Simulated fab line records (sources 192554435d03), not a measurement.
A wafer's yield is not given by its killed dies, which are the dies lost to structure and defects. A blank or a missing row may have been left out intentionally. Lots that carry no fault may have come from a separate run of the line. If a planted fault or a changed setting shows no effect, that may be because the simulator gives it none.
Code-filled problem report in 8D (eight disciplines) form	flow n5-finfet	the parts of the form that need people (team, actions taken, sign-off) are left out

## 1. WHAT IS WRONG
At N5_BEOL_M3_ETCH_69, etch-rf-on-time-s averages 16.3 s over 4 wafers from 2 lots, while fault-free wafers read 25.8 s, standard deviation 0.97. That puts it -9.8 standard deviations away from the usual mean.
The step: etches SiARC in CF4, target depth 15.6 nm, time 26 s.
First observed at day 10 11:01: wafer L793.4, on rie-diel-01. The record has a number at this step for 29 wafers belonging to 10 lots. By rule, "out" or "out of limits" means more than 4 standard deviations away from the usual mean. The rest of the wafers with a number are treated as sound.

## 2. WHAT IT IS AND WHAT IT IS NOT
question	is	is not
which readings at this step	etch-rf-on-time-s	drypump-motor-current-A, mfc-ar-sccm, rf-vpp-V, showerhead-plenum-p-Torr, throttle-valve-pct
which lots	L793, L795	L780, L781, L783, L785, L786, L796, L797, L801
which wafers of those lots	L793.4, L793.6, L795.4, L795.6	L795.5
read on which tools	rie-diel-01	rie-diel-03, rie-diel-05
when	from day 10 11:01	up to then (15 sound wafers); but 10 sound wafers of L795, L796, L797, L801 came after

## 3. WHAT RULES OUT EACH SUSPECT
Counting: if a tool at a process step up to the reading ran every lot that is out, it stays a suspect. Sound lots after the first of them don't rule it out here, since some wafers of a struck lot are sound.
- rie-diel-01 at N5_BEOL_M3_ETCH_69 (etches SiARC in CF4, target depth 15.6 nm, time 26 s): kept. It processed each lot that is out (first: L793, day 10 11:01); up to then, its last sound lot is L786 (day 8 12:39). Out on those wafers are its own readings of etch-rf-on-time-s.
- Within rie-diel-01 at N5_BEOL_M3_ETCH_69: the wafers that are out ran in chambers 0, 3; their sound lot-mates ran in chamber 2.
After counting, what remains is rie-diel-01 at N5_BEOL_M3_ETCH_69.

## 4. THE CAUSE (what the simulator had put in)
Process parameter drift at N5_BEOL_M3_ETCH_69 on rie-diel-01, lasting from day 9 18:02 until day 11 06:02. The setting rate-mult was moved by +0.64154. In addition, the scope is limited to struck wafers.
This tool alone remained once counting was done.

## 5. THE EFFECT CHAIN, in route order
Rows list readings where the struck wafers' mean (over those with a number) sits beyond 3 standard deviations from the usual. Scope: only readings with a usual standard deviation given in the record; hours: median across lots of the time from each lot's start at the first step in this table that gives one to its start at this step; sigmas: change in usual standard deviations.
hours	step	reading	usual	on struck wafers	change	sigmas
0	N5_BEOL_M3_ETCH_69	etch-rf-on-time-s	25.8 s	16.3	-9.5	-9.8
Process steps it contains:
- N5_BEOL_M3_ETCH_69: etches SiARC in CF4, target depth 15.6 nm, time 26 s.
Later measuring or inspecting steps at which every struck wafer that the step has a row for has a number for every such reading, and none has moved that far: N5_BEOL_M4_RC_MEAS_101.

## 6. WHAT WOULD HAVE CAUGHT IT SOONER
First out-of-limits reading in this record: day 10 11:01, which is 17 hours after fault onset at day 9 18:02.
